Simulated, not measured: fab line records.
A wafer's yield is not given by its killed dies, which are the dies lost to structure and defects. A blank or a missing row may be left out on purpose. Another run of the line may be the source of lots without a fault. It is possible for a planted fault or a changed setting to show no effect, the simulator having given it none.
Chamber matching	flow nandHarc	4 sister chambers for NHARC_A_BLC_ALD_23 on aldMetal-02
The step deposits TiN, target thk 3 nm, pulse time 1 s, ald cycles 150. 4 wafers are shown with their chamber, then 11 later ones without.

EACH WAFER AND ITS CHAMBER
wafer	chamber	heaterPowerW (W)
L083.6	2	1104
L086.2	1	1020
L088.6	3	1162
L093.1	0	1152

WAFERS WITH NO CHAMBER GIVEN
wafer	heaterPowerW (W)
L093.2	1136
L093.3	1180
L092.1	1135
L092.3	1186
L092.5	1013
L094.3	1149
L094.4	999
L094.6	1176
L096.1	1182
L096.4	1034
L096.6	1157

WHICH CHAMBER EACH WENT THROUGH
wafer	from the rows above	in truth
L093.2	can't be placed: 0 or 3 or 2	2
L093.3	can't be placed: 3 or 0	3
L092.1	can't be placed: 0 or 3 or 2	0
L092.3	can't be placed: 3 or 0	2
L092.5	1	1
L094.3	can't be placed: 0 or 3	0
L094.4	1	1
L094.6	can't be placed: 3 or 0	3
L096.1	can't be placed: 3 or 0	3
L096.4	1	1
L096.6	can't be placed: 0 or 3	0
Placed correctly: 3 of 11. From these rows, 8 cannot be placed; in 7 the true chamber is one of the candidates. Number placed wrongly: 0.
How it was worked out, from the rows above alone: a wafer's distance from a chamber is the root of the sum, over the readings, of the square of ((its reading less the chamber's mean) divided by the reading's scatter). The wafer belongs to the nearest chamber; if the next one is less than 2 further off, it can't be placed. For every chamber, the mean is computed from those of its wafers that are shown. The scatter: with one shown wafer a chamber, the root of the mean of the squares of how far each hidden wafer lies from its nearest shown one.
